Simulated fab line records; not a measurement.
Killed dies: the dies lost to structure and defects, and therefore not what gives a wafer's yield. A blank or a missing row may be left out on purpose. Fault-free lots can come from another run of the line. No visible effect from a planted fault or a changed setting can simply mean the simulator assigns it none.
The tool behind it: which one? :: flow nand harc :: 6 lots, 17 wafers sampled, at 4 steps of a route of 1302

== WHAT THE GAUGES READ, wafer by wafer ==
NHARC_A_BLC_CD_MEAS_10: the cd target is 100 nm.
lot: L607
measured: day 23 07:28
on: cd sem-03
cd nm (nm): 100.6 100.3 100.2

lot: L612
measured: day 26 14:19
on: cd sem-02
cd nm (nm): 104.0 104.5

lot: L617
measured: day 28 13:09
on: cd sem-02
cd nm (nm): 99.3 101.1 100.4

lot: L620
measured: day 29 18:38
on: cd sem-03
cd nm (nm): 100.3 99.9 100.2

lot: L623
measured: day 30 12:44
on: cd sem-01
cd nm (nm): 99.5 99.7 100.3

lot: L626
measured: day 32 16:40
on: cd sem-01
cd nm (nm): 99.4 100.0 100.7

== EACH LOT AND THE TOOL THAT RAN IT (in order: tool; ch and the chambers of the sampled wafers; start) ==
lot: L607
NHARC_A_CONTACT_ETCH_137: har cap etch-02 ch 0,1, day 23 02:49
NHARC_A_CONTACT_ALD_18: ald metal-03 ch 1,2,3, day 23 05:34
NHARC_A_BLC_PEB_08: litho track-01 ch 0, day 23 07:23

lot: L612
NHARC_A_CONTACT_ETCH_137: har cap etch-01 ch 0,1, day 26 09:53
NHARC_A_CONTACT_ALD_18: ald metal-01 ch 2,3, day 26 12:31
NHARC_A_BLC_PEB_08: litho track-01 ch 0, day 26 14:14

lot: L617
NHARC_A_CONTACT_ETCH_137: har cap etch-01 ch 0,1, day 28 08:59
NHARC_A_CONTACT_ALD_18: ald metal-01 ch 0,2, day 28 11:17
NHARC_A_BLC_PEB_08: litho track-04 ch 0, day 28 13:04

lot: L620
NHARC_A_CONTACT_ETCH_137: har cap etch-03 ch 0, day 29 14:22
NHARC_A_CONTACT_ALD_18: ald metal-02 ch 1,3, day 29 16:37
NHARC_A_BLC_PEB_08: litho track-06 ch 0, day 29 18:33

lot: L623
NHARC_A_CONTACT_ETCH_137: har cap etch-03 ch 0,1, day 30 08:28
NHARC_A_CONTACT_ALD_18: ald metal-02 ch 0,2, day 30 10:44
NHARC_A_BLC_PEB_08: litho track-01 ch 0, day 30 12:40

lot: L626
NHARC_A_CONTACT_ETCH_137: har cap etch-01 ch 0,1, day 32 12:16
NHARC_A_CONTACT_ALD_18: ald metal-03 ch 0,2,3, day 32 14:37
NHARC_A_BLC_PEB_08: litho track-04 ch 0, day 32 16:35
- NHARC_A_CONTACT_ETCH_137: etches the open film in C4F8/O2/Ar, time 311 s, target depth 1912 nm.
- NHARC_A_CONTACT_ALD_18: deposits TiN, target thk 3 nm, pulse time 1 s, ald cycles 150.
- NHARC_A_BLC_PEB_08: peb time 65 s.

== THE ANSWER, worked out from the rows above alone ==
Rule: what is usual is taken from the lots themselves. Put in order of their means at a reading, lots are off if they are a third of the lots or fewer, leave a main group of 4 or more, and stand apart from it by a gap of 3 or more times the standard deviation of the main group's means; of several such gaps the widest counts. The tables above print the reading to a certain number of digits; a main group whose means all agree to those digits is not used. A lot without any number at a reading at which 4 lots or more have one is off too. The other lots that the step has rows for count as sound.
Off: L612 (NHARC_A_BLC_CD_MEAS_10, cd nm). The main group has a mean of 100.1 nm with a standard deviation of 0.19.
If a tool, at a process step before that reading, ran all the lots that are off and no sound lot after the first of them, it fits. Gauges at NHARC_A_BLC_CD_MEAS_10: tried the same way as those tools. None of those tried fits.

== WHAT HAD BEEN PUT IN BY THE SIMULATOR ==
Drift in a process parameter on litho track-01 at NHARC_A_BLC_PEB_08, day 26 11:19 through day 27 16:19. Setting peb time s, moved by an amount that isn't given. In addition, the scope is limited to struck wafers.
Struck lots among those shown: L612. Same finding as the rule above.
